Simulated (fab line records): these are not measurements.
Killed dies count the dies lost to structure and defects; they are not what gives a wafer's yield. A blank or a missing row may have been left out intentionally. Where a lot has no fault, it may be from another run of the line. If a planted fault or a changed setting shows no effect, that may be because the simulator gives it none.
What tool caused it? | flow nand-harc | 18 wafers from 6 lots sampled at 4 of the route's 1159 steps

## WHAT THE GAUGES READ, wafer by wafer
NHARC_P_GATE_CD_MEAS_59 targets a cd of 720 nm.
lot  | measured     | on        | cd-nm (nm)
L505 | day 5 19:12  | cd-sem-03 | 716.1 719.7 718.4
L509 | day 6 22:52  | cd-sem-02 | 716.1 718.0 718.3
L512 | day 7 16:09  | cd-sem-02 | 725.3 721.2 723.5
L516 | day 8 14:47  | cd-sem-01 | 720.5 719.1 721.3
L523 | day 10 07:31 | cd-sem-02 | 720.1 723.3 720.1
L526 | day 10 22:35 | cd-sem-03 | 720.2 720.2 719.6

## TOOL THAT RAN EACH LOT (tool first, then ch and the chambers of the sampled wafers, then the start)
lot  | NHARC_P_GATE_STRIP_108            | NHARC_P_GATE_ALD_36              | NHARC_P_GATE_EXPOSE_56
L505 | rie-diel-01 ch 2,3, day 5 06:20   | ald-sin-01 ch 0,1, day 5 08:01   | krf-scanner-02 ch 0, day 5 19:03
L509 | rie-diel-09 ch 0,2,3, day 6 09:32 | ald-sin-02 ch 1,2,3, day 6 11:13 | krf-scanner-03 ch 0, day 6 22:43
L512 | rie-diel-11 ch 0,2,3, day 7 03:19 | ald-sin-02 ch 0,2, day 7 04:58   | krf-scanner-02 ch 0, day 7 15:59
L516 | rie-diel-09 ch 0,2,3, day 8 02:02 | ald-sin-02 ch 1,2,3, day 8 03:45 | krf-scanner-04 ch 0, day 8 14:38
L523 | rie-diel-01 ch 0,1, day 9 18:37   | ald-sin-01 ch 0,1,3, day 9 21:22 | krf-scanner-03 ch 0, day 10 07:21
L526 | rie-diel-11 ch 2,3, day 10 09:23  | ald-sin-01 ch 0,2, day 10 10:01  | krf-scanner-03 ch 0, day 10 22:26
- NHARC_P_GATE_STRIP_108: strips in O2.
- NHARC_P_GATE_ALD_36: deposits SiNx, target thk 20 nm, pulse time 60 s, ald cycles 223.
- NHARC_P_GATE_EXPOSE_56: exposes mask P PSD, target cd 720 nm.

## THE ANSWER, worked out from the rows above alone
Rule: the lots themselves supply what counts as usual. Put in order of their means at a reading, lots are off if they are a third of the lots or fewer, leave a main group of 4 or more, and stand apart from it by a gap of 3 or more times the standard deviation of the main group's means; of several such gaps the widest counts. The tables above print the reading to a certain number of digits; a main group whose means all agree to those digits is not used. Also off: a lot with no number at a reading for which 4 or more lots have one. Any other lot the step has rows for is counted as sound.
Nothing can be told from this: no lot is off at any reading shown.

## WHAT WAS PUT IN BY THE SIMULATOR
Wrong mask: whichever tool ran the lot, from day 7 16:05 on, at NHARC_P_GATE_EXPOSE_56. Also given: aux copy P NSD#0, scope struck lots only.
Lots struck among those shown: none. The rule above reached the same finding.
